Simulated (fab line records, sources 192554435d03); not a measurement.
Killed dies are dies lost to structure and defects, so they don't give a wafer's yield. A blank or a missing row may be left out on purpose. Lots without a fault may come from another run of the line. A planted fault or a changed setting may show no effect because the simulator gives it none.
fab line records | flow n5_finfet
record lots=9 wafers=27 last_day=17
route steps=1938 shown BEOL_M2@928 BEOL_M3@1001 BEOL_M4@1111 PASSIVATION@1936
lots that met no fault: from a run of the same line without faults
start_h: hours from the record's first day to the start of the lot's first wafer shown | wait_h: hours since the lot's step before | " the same as in the row above | L1.1+2: a row that stands for several wafers | - no value, or no start given | * or withheld: withheld | < > ~ a bound
route shown NAME@n: a module of which the file shows steps, and the number in the route of the first | usual: mean/standard deviation of fault-free wafers | same: alike in all rows | chamber/n: place in a boat | sites: the reading at each site | _std_site: their standard deviation | _edge_site: outer sites' mean less inner sites' | radius_mm: how far each site lies from the wafer's centre | mask NAME#n: copy n | behind: the tool/chamber that last shaped the wafer | hold: why the lot was held/for how many hours/how that ended | device: the transistor (n, p or np) that didn't switch | end of line: the same wafers' tests at the end of the route | a step without rows: its recipe alone | killed: dies lost to structure and defects at the first sort, not the wafer's yield | map: a wafer's dies, x killed, . not, _ none there
set.NAME: the setting as run; set.NAME@STEP: as run at that earlier step | model.NAME: the simulator's own value behind a step, which no gauge read
steps of the route over a sample of lots; a table a step, a row a wafer
services: from which hour (start_h, from the record's first day; less than 0 if before it) a tool's chamber was out of use, for how many hours, and why
## steps
# step N5_BEOL_M2_DEP_57
# recipe material=SiCN target_thk_a=80 temp_c=withheld precursor=3MS/NH3 pressure_torr=3 rf_w=202 time_s=14
# usual rf_fwd_power_W=199.6/0.7 showerhead_plenum_p_Torr=3.665/0.016 throttle_valve_pct=9.1/0.44
# columns lot.wafer tool chamber start_h wait_h rf_fwd_power_W showerhead_plenum_p_Torr since_wet_clean_h throttle_valve_pct
L215.1 pecvd-03 2 175.27 0.0 198.7 3.666 432 8.9
L215.3 " 1 " " 201.2 3.678 1967 9.0
L215.6 " 0 " " 199.9 3.687 - 9.1
L216.1 pecvd-04 0 180.42 0.0 201.1 3.655 884 9.2
L216.4 " 1 " " 199.2 3.670 - 8.7
L216.6 " 2 " " 199.3 3.680 - 8.3
L217.1 pecvd-04 0 183.09 0.0 201.3 3.663 887 9.3
L217.4 " 2 " " 200.8 3.671 - 8.4
L217.6 " 1 " " 199.1 3.665 - 8.9
L218.1 pecvd-04 1 196.51 0.0 - 3.667 1625 8.8
L218.2 " 2 " " 200.8 3.667 131 8.5
L218.4 " 0 " " - 3.660 - 9.4
L219.3 pecvd-03 0 196.74 0.0 199.4 3.681 1263 9.2
L219.5 " 1 " " 199.8 3.676 - 9.4
L219.6 " 2 " " 198.8 3.659 - 8.9
L221.1 pecvd-04 0 209.30 0.0 - 3.661 913 9.4
L221.2 " 2 " " 198.7 3.683 144 8.5
L221.4 " 2 " " - 3.664 - 8.6
L229.2 pecvd-04 2 262.59 0.0 199.7 3.673 197 8.4
L229.3 " 0 " " 199.9 3.665 966 9.6
L229.4 " 1 " " 199.7 3.677 - 9.0
L230.1 pecvd-02 1 272.64 0.0 199.9 3.637 1520 9.5
L230.3 " 0 " " 200.7 3.654 795 10.0
L230.4 " 2 " " 199.7 3.639 - 8.1
L231.2 pecvd-02 2 278.25 0.0 200.3 3.647 47 8.7
L231.3 " 2 " " 200.3 3.640 - 8.3
L231.6 " 2 " " 200.8 3.635 - 8.4
# step N5_BEOL_M3_ANNEAL_87
# recipe temp_c=400 time_s=240 ambient=vacuum
# usual heater_power_w=846/89
# columns lot.wafer tool chamber start_h wait_h heater_power_w
L215.1 pvd_sputter-01 - 189.76 0.0 807
L215.3 " - " " 951
L215.6 " - " " 722
L216.1 pvd_sputter-01 - 191.60 0.0 951
L216.4 " - " " 800
L216.6 " - " " 811
L217.1 pvd_sputter-02 - 192.55 0.0 911
L217.4 " - " " 963
L217.6 " - " " 765
L218.1 pvd_sputter-03 - 200.44 0.0 875
L218.2 " - " " 747
L218.4 " - " " 775
L219.3 pvd_sputter-01 - 202.80 0.0 812
L219.5 " - " " 931
L219.6 " - " " 718
L221.1 pvd_sputter-01 - 224.72 0.0 724
L221.2 " - " " 899
L221.4 " - " " 937
L229.2 pvd_sputter-03 - 273.25 0.0 871
L229.3 " - " " 743
L229.4 " - " " 952
L230.1 pvd_sputter-02 - 279.72 0.0 813
L230.3 " - " " 746
L230.4 " - " " 967
L231.2 pvd_sputter-03 - 286.49 0.0 719
L231.3 " - " " 947
L231.6 " - " " 735
# step N5_BEOL_M3_ANNEAL_89
# recipe temp_c=400 time_s=240 ambient=vacuum
# usual heater_power_w=847/89
# columns lot.wafer tool chamber start_h wait_h heater_power_w
L215.1 pvd_sputter-01 - 189.98 0.0 811
L215.3 " - " " 948
L215.6 " - " " 711
L216.1 pvd_sputter-01 - 191.82 0.0 971
L216.4 " - " " 816
L216.6 " - " " 832
L217.1 pvd_sputter-02 - 192.77 0.0 930
L217.4 " - " " 974
L217.6 " - " " 770
L218.1 pvd_sputter-03 - 200.66 0.0 896
L218.2 " - " " 732
L218.4 " - " " 766
L219.3 pvd_sputter-01 - 203.02 0.0 822
L219.5 " - " " 936
L219.6 " - " " 738
L221.1 pvd_sputter-01 - 224.94 0.0 723
L221.2 " - " " 905
L221.4 " - " " 934
L229.2 pvd_sputter-03 - 273.47 0.0 890
L229.3 " - " " 726
L229.4 " - " " 950
L230.1 pvd_sputter-02 - 279.94 0.0 815
L230.3 " - " " 751
L230.4 " - " " 980
L231.2 pvd_sputter-03 - 286.71 0.0 738
L231.3 " - " " 956
L231.6 " - " " 754
# step N5_BEOL_M3_SPUTTER_94
# recipe material=Cu target_thk_a=45 temp_c=-20 chamber_pressure_pa=0.07 power_w=withheld time_s=8.29
# usual substrate_temp_c=-20.01/0.1 throttle_valve_pct=29.6/1.2
# columns lot.wafer tool chamber start_h wait_h substrate_temp_c throttle_valve_pct
L215.1 pvd_sputter-01 - 190.56 0.1 -19.97 29.3
L215.3 " - " " -20.04 31.2
L215.6 " - " " -20.05 28.5
L216.1 pvd_sputter-01 - 192.40 0.1 -20.04 31.1
L216.4 " - " " -19.84 29.2
L216.6 " - " " -19.93 29.1
L217.1 pvd_sputter-02 - 193.35 0.1 -19.96 29.4
L217.4 " - " " -19.89 29.8
L217.6 " - " " -20.01 29.7
L218.1 pvd_sputter-03 - 201.24 0.1 -19.94 31.2
L218.2 " - " " -20.02 31.8
L218.4 " - " " -19.81 28.1
L219.3 pvd_sputter-01 - 203.60 0.1 -20.05 29.3
L219.5 " - " " -19.99 29.8
L219.6 " - " " -20.14 28.4
L221.1 pvd_sputter-01 - 225.52 0.1 -19.96 28.3
L221.2 " - " " -20.02 30.3
L221.4 " - " " -20.10 31.2
L229.2 pvd_sputter-03 - 274.05 0.1 -20.00 31.6
L229.3 " - " " -20.01 32.1
L229.4 " - " " -19.92 29.7
L230.1 pvd_sputter-02 - 280.52 0.1 -20.09 27.8
L230.3 " - " " -19.90 29.5
L230.4 " - " " -19.95 29.6
L231.2 pvd_sputter-03 - 287.29 0.1 -20.06 32.3
L231.3 " - " " -20.10 29.9
L231.6 " - " " -20.14 32.2
# step N5_BEOL_M3_THK_MEAS_53
# recipe thk_meas_gauge=xrf reads=Cu_of_BEOL_M3_ECD_50
# usual M3_THK=39.0/1.3
# columns lot.wafer tool chamber start_h wait_h M3_THK[nm]
L215.1 film_metro-01 - 191.67 - 39.2
L215.3 " - " " 40.4
L215.6 " - " " 39.7
L216.1 film_metro-01 - 193.41 - 38.7
L216.4 " - " " 41.1
L216.6 " - " " 41.4
L217.1 film_metro-02 - 194.44 - 39.3
L217.4 " - " " 39.1
L217.6 " - " " 39.2
L218.1 film_metro-02 - 202.35 - 33.4
L218.2 " - " " 37.8
L218.4 " - " " 34.7
L219.3 film_metro-02 - 204.61 - 39.9
L219.5 " - " " 40.0
L219.6 " - " " 39.9
L221.1 film_metro-02 - 226.58 - 34.2
L221.2 " - " " 39.6
L221.4 " - " " 36.7
L229.2 film_metro-01 - 275.09 - 38.7
L229.3 " - " " 39.1
L229.4 " - " " 40.5
L230.1 film_metro-02 - 281.53 - 37.7
L230.3 " - " " 39.8
L230.4 " - " " 39.1
L231.2 film_metro-01 - 288.31 - 37.4
L231.3 " - " " 38.8
L231.6 " - " " 40.6
# step N5_BEOL_M3_RS_MEAS_58
# recipe thk_meas_gauge=four-point-probe reads=Co_of_BEOL_M3_CO_CAP_55+Cu_of_BEOL_M3_ECD_50+Co_of_BEOL_M3_CVD_47+TaN_of_BEOL_M3_ALD_84
# usual M3_RS=0.673/0.029
# columns lot.wafer tool chamber start_h wait_h M3_RS[ohm/sq]
L215.1 film_metro-02 - 191.93 0.0 0.672
L215.3 " - " " 0.649
L215.6 " - " " 0.663
L216.1 film_metro-01 - 193.67 0.0 0.670
L216.4 " - " " 0.621
L216.6 " - " " 0.616
L217.1 film_metro-01 - 194.70 0.0 0.662
L217.4 " - " " 0.666
L217.6 " - " " 0.661
L218.1 film_metro-01 - 202.61 0.0 0.834
L218.2 " - " " 0.708
L218.4 " - " " 0.785
L219.3 film_metro-02 - 204.88 0.1 0.656
L219.5 " - " " 0.648
L219.6 " - " " 0.653
L221.1 film_metro-02 - 226.85 0.0 0.796
L221.2 " - " " 0.653
L221.4 " - " " 0.726
L229.2 film_metro-01 - 275.35 0.1 0.684
L229.3 " - " " 0.672
L229.4 " - " " 0.646
L230.1 film_metro-02 - 281.79 0.0 0.703
L230.3 " - " " 0.655
L230.4 " - " " 0.670
L231.2 film_metro-02 - 288.57 0.1 0.700
L231.3 " - " " 0.669
L231.6 " - " " 0.637
# step N5_BEOL_M4_RC_MEAS_101
# usual DIBL_N=36.3/1 DIBL_P=36.2/1.4 IOFF_N=0.157/0.021 IOFF_P=0.206/0.025 ION_N=673/9 ION_P=461/6.4 SERP_M3=199/11 SERP_M3_max_site=210/12 SS_N=71.5/0.5 SS_P=73.2/0.47 VT_N=249.9/2.4 VT_P=-250.6/2.9
# columns lot.wafer tool chamber start_h wait_h DIBL_N[mV/V] DIBL_P[mV/V] IOFF_N[nA/um] IOFF_P[nA/um] ION_N[uA/um] ION_P[uA/um] SERP_M3[ohm/um] SERP_M3_max_site[ohm/um] SS_N[mV/dec] SS_P[mV/dec] VT_N[mV] VT_P[mV]
L215.1 prober-01 0 201.54 0.0 37.5 35.9 0.151 0.199 668 464 211 224 71.5 73.9 250.2 -249.6
L215.3 " 0 " " 39.5 38.7 0.202 0.242 686 467 203 219 72.3 73.3 246.9 -247.3
L215.6 " 0 " " 38.3 37.6 0.181 0.226 686 469 217 227 71.5 73.5 250.7 -250.6
L216.1 prober-01 0 205.76 0.0 37.1 38.0 0.200 0.260 676 464 184 193 72.4 74.0 247.1 -247.2
L216.4 " 0 " " 36.2 37.4 0.189 0.241 673 463 164 173 71.8 73.5 246.8 -248.0
L216.6 " 0 " " 36.3 37.1 0.183 0.251 676 465 177 187 71.9 74.3 249.2 -246.9
L217.1 prober-02 0 206.44 0.0 36.2 35.7 0.148 0.186 673 457 188 198 71.8 73.9 250.7 -252.1
L217.4 " 0 " " 36.6 35.6 0.154 0.178 675 456 219 231 71.9 72.4 248.6 -251.9
L217.6 " 0 " " 36.2 35.8 0.151 0.182 677 467 198 220 71.1 73.3 250.7 -252.5
L218.1 prober-02 0 211.26 0.0 35.4 35.4 0.140 0.180 663 451 244 252 70.8 73.5 252.7 -250.7
L218.2 " 0 " " 36.5 36.8 0.175 0.203 685 465 214 231 72.0 73.5 246.5 -250.9
L218.4 " 0 " " 36.2 35.5 0.159 0.186 661 450 216 228 71.9 73.4 250.9 -254.0
L219.3 prober-02 0 215.13 0.3 35.7 34.6 0.132 0.177 668 458 202 206 71.7 72.9 250.7 -251.9
L219.5 " 0 " " 37.5 36.7 0.153 0.205 664 458 202 221 71.8 73.6 251.9 -251.3
L219.6 " 0 " " 35.7 34.4 0.135 0.174 659 456 192 205 71.9 72.6 251.5 -251.5
L221.1 prober-02 0 237.13 0.0 37.0 37.4 0.161 0.206 671 460 239 259 71.6 73.0 253.7 -251.2
L221.2 " 0 " " 37.3 37.7 0.164 0.208 668 455 200 207 72.2 73.4 250.5 -253.6
L221.4 " 0 " " 37.2 38.3 0.170 0.222 687 462 215 238 72.1 72.6 247.8 -251.6
L229.2 prober-01 0 287.29 0.8 35.8 36.5 0.162 0.227 680 469 205 213 71.4 74.0 245.4 -247.4
L229.3 " 0 " " 34.6 35.0 0.136 0.198 670 467 211 220 71.5 72.7 251.9 -251.0
L229.4 " 0 " " 35.3 35.7 0.152 0.210 677 468 176 184 71.4 73.7 251.6 -245.4
L230.1 prober-01 0 289.16 0.0 35.8 34.6 0.141 0.206 679 470 192 196 71.0 73.2 250.3 -247.9
L230.3 " 0 " " 36.5 34.8 0.147 0.210 665 463 187 197 71.5 72.5 248.9 -246.2
L230.4 " 0 " " 35.6 34.3 0.142 0.208 681 472 201 209 71.0 72.6 250.8 -247.9
L231.2 prober-02 0 301.82 0.2 37.8 38.4 0.180 0.230 674 462 212 222 71.7 74.2 248.4 -251.4
L231.3 " 0 " " 35.6 35.6 0.145 0.187 664 457 202 215 72.1 72.9 251.5 -251.2
L231.6 " 0 " " 33.4 32.3 0.106 0.148 663 455 182 187 70.7 72.3 255.4 -255.0
# sites SERP_M3 radius_mm=0,75,75,75,75,140,140,140,140
L215.1 212 207 211 224 203 220 211 223 209
L216.1 188 184 190 193 184 180 185 178 180
L217.1 195 198 192 185 197 184 188 183 186
L218.1 249 238 245 249 243 252 232 242 244
L219.3 191 203 194 206 198 206 202 203 201
L221.1 259 252 256 245 239 224 212 219 230
L229.2 205 209 207 210 213 190 199 187 202
L230.1 190 189 194 196 196 191 192 193 192
L231.2 200 208 208 212 214 222 217 217 212
# step N5_PASSIVATION_PROBE_49
# usual defect_limited_yield=91.1/1.3 killed_at_M0_to_M3=36/10 killed_at_M4_up=14/4.4 killed_at_contacts=14/5.7 killed_at_front_end=39/9.4 killed_at_other=2.9/2.6 killed_dies=105/15 killed_open=70/12 killed_short=34/7.1 sort_bin_5_function=5.3/0.77 sort_bin_6_memory=3.3/0.66 sort_n_pass=1075/15 sort_yield_pct=91.1/1.3
# same gross_dies=1180 killed_at_back_side=0 sort_bin_4_leakage[%]=0 sort_bin_8_speed[%]=0
# columns lot.wafer tool chamber start_h wait_h defect_limited_yield[%] killed_at_M0_to_M3 killed_at_M4_up killed_at_contacts killed_at_front_end killed_at_other killed_dies killed_open killed_short sort_bin_5_function[%] sort_bin_6_memory[%] sort_n_pass sort_yield_pct[%]
L221.1 prober-01 - 336.23 0.0 91.5 35 14 24 27 0 100 84 16 5.6 2.7 1080 91.5
L221.2 prober-01 - 336.28 0.1 90.2 35 21 16 43 1 116 73 42 6.2 3.2 1064 90.2
L221.4 prober-01 - 336.38 0.2 92.1 33 8 15 36 1 93 62 31 4.5 3.1 1087 92.1
# killed by level:class
L221.1 MOL_CONTACT_COAG:geometric_particle:open=19 BEOL_M2:geometric_particle:open=10 FIN_SAQP:geometric_particle:open=8 BEOL_M3:geometric_particle:open=8 BEOL_M1:geometric_particle:open=7 STI_FIN_REVEAL:geometric_particle:open=6 MOL_CONTACT_COAG:geometric_particle:short=5 GATE_CUT:geometric_particle:open=4
L221.2 FIN_SAQP:geometric_particle:short=14 MOL_CONTACT_COAG:geometric_particle:open=12 BEOL_M2:geometric_particle:open=11 FIN_SAQP:geometric_particle:open=9 BEOL_M4:geometric_particle:open=8 BEOL_M3:geometric_particle:open=7 BEOL_M0_SAQP:geometric_particle:short=6 BEOL_M0_SAQP:geometric_particle:open=5
L221.4 BEOL_M3:geometric_particle:open=11 FIN_SAQP:geometric_particle:open=8 MOL_CONTACT_COAG:geometric_particle:open=8 MOL_CONTACT_COAG:geometric_particle:short=7 BEOL_M0_SAQP:geometric_particle:open=6 GATE_CUT:geometric_particle:short=5 BEOL_M2:geometric_particle:open=5 FIN_SAQP:geometric_particle:short=4
## services
# columns tool chamber start_h hours kind
pecvd-03 - 182.57 0.5 repair
pecvd-02 - 184.46 1.2 repair
pecvd-04 - 197.88 0.6 repair
pecvd-02 2 202.38 - clean
pecvd-02 2 202.38 - consumable_replace:showerhead
pecvd-02 2 202.38 29.0 scheduled_down
pecvd-02 2 202.38 29.0 vent_cycle
pecvd-04 1 226.33 5.5 scheduled_down
pecvd-02 2 256.98 2.1 scheduled_down
pecvd-03 0 267.79 5.5 scheduled_down
## key
first_sign step=N5_BEOL_M3_THK_MEAS_53 reading=M3_THK direction=down sigmas=3.2 usual=39.0 struck=34.8
effect step=N5_BEOL_M3_RS_MEAS_58 reading=M3_RS direction=up sigmas=3.9 usual=0.673 struck=0.785
effect step=N5_BEOL_M4_RC_MEAS_101 reading=SERP_M3 direction=up sigmas=2.6 usual=199 struck=229
effect step=N5_BEOL_M4_RC_MEAS_101 reading=SERP_M3_max_site direction=up sigmas=2.7 usual=210 struck=244
met_at N5_BEOL_M2_DEP_57
struck_lots L218,L221
struck_wafers L218.1,L218.4,L221.1,L221.4
not_acting_at N5_BEOL_M3_ANNEAL_87,N5_BEOL_M3_ANNEAL_89,N5_BEOL_M3_SPUTTER_94
onset_between 183.09 196.51
fault kind=process_parameter_drift tool=pecvd-04 chamber=- onset_h=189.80 steps=N5_BEOL_M2_DEP_57 channel=time_s offset=* shape=step end_h=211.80 scope=struck_wafers_only acts_in=* stated=*
